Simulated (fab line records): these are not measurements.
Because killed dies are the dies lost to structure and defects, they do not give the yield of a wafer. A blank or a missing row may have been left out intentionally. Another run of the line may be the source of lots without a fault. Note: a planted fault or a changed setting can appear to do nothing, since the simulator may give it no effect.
Lot-split experiment -- flow n5Finfet -- route with 1938 steps; 7 lots, 34 wafers read

## SPLIT DETAILS
At N5_MIM_BOT_LITHO_DEVELOP_07 (develop time 60 s), the setting developTimeS was moved away from the recipe's 60 s on 10 of the 34 wafers read, by -42.7% to +53.0%. All remaining wafers had this setting at the recipe value.

## FROM THE SPLIT TO THE READING: what the file shows between them, 1 step
- N5_MIM_BOT_LITHO_HARDBAKE_09: time 120 s

## THE READING
cdNm, in nm, at N5_MIM_BOT_LITHO_CD_MEAS_08 (target cd 3000 nm). A value of 3000.3 nm with a standard deviation of 1.9 nm is what fault-free wafers of this fab line usually give.

wafer,"tool, chamber at the split","developTimeS as run, s",against the recipe,"cdNm, nm",against lot-mates on the recipe
L074.5,"lithoTrack-01, 0",71.09,+18.5%,3000.8,no lot-mate on the recipe
L075.1,"lithoTrack-02, 0",60,recipe,3000.5,-
L075.2,"lithoTrack-02, 0",43.17,-28.0%,2992.5,-6.9
L075.3,"lithoTrack-02, 0",60,recipe,2998.4,-
L075.4,"lithoTrack-02, 0",60,recipe,2999.2,-
L075.5,"lithoTrack-02, 0",43.17,-28.0%,2994.3,-5.1
L075.6,"lithoTrack-02, 0",43.17,-28.0%,2994.1,-5.3
L083.1,"lithoTrack-02, 0",60,recipe,3002.7,-
L083.2,"lithoTrack-02, 0",60,recipe,3001.1,-
L083.3,"lithoTrack-02, 0",60,recipe,3002.2,-
L083.4,"lithoTrack-02, 0",60,recipe,3001.9,-
L083.5,"lithoTrack-02, 0",60,recipe,3003.1,-
L083.6,"lithoTrack-02, 0",60,recipe,3004.6,-
L086.1,"lithoTrack-01, 0",34.4,-42.7%,2990.7,-10.3
L086.2,"lithoTrack-01, 0",60,recipe,2998.6,-
L086.3,"lithoTrack-01, 0",60,recipe,3001.5,-
L086.4,"lithoTrack-01, 0",34.4,-42.7%,2987.3,-13.7
L086.5,"lithoTrack-01, 0",60,recipe,3002.8,-
L086.6,"lithoTrack-01, 0",34.4,-42.7%,2992.5,-8.5
L094.1,"lithoTrack-01, 0",60,recipe,2998.9,-
L094.2,"lithoTrack-01, 0",60,recipe,3001.1,-
L094.4,"lithoTrack-01, 0",60,recipe,2999.2,-
L092.1,"lithoTrack-01, 0",60,recipe,2998.8,-
L092.2,"lithoTrack-01, 0",60,recipe,2996.0,-
L092.3,"lithoTrack-01, 0",60,recipe,3000.2,-
L092.4,"lithoTrack-01, 0",60,recipe,3000.5,-
L092.5,"lithoTrack-01, 0",60,recipe,3000.6,-
L092.6,"lithoTrack-01, 0",60,recipe,3000.0,-
L096.1,"lithoTrack-03, 0",91.79,+53.0%,3007.5,+6.1
L096.2,"lithoTrack-03, 0",60,recipe,3001.7,-
L096.3,"lithoTrack-03, 0",60,recipe,3002.1,-
L096.4,"lithoTrack-03, 0",60,recipe,3000.4,-
L096.5,"lithoTrack-03, 0",91.79,+53.0%,3007.8,+6.4
L096.6,"lithoTrack-03, 0",91.79,+53.0%,3009.0,+7.6

FIT RESULTS
A straight line over all 34 wafers: cdNm changes by +0.187 nm for each +1% of developTimeS; r = +0.90; the points scatter about the line by 2.1 nm.
The same after taking each lot's own level away (the mean of its wafers on the recipe; 33 wafers): +0.178 nm for each +1%; r = +0.92; scatter 1.8 nm.
On that fit, the largest move of developTimeS shifts the reading by 9.5 nm.
From 2999.35 to 3002.60 nm: that is the span of the lots' own levels, equal to 1.7 times the standard deviation above.
So the lot-to-lot level changes the slope little: the two slopes agree.
Check: for one of the wafers moved furthest among these (+53.0%), held out of the fit, the line's prediction against its lot-mates is +9.6 nm. It came out at +6.1 nm against them.

## OTHER SPLITS APPLIED TO THESE WAFERS
Other splits were also applied to these wafers ahead of the reading. Each is held against what the fit with the lots' levels taken away leaves over:
other split on the same wafers,wafers away from the commonest value,r with cdNm (lot level and that fit taken away)
N5_FIN_SAQP_PECVD_06 timeS,12,-0.42
N5_BEOL_M4_VIA_ETCH_34 targetDepthA,13,+0.13
N5_BEOL_M6_ETCH_62 timeS,12,+0.06
N5_BEOL_M8_DESCUM_16 timeS,15,+0.00
N5_BEOL_M11_DESCUM_16 timeS,9,+0.21

## FILE'S OWN FIT
cdNm changes by +0.18 nm for each +1% of developTimeS, r = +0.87.
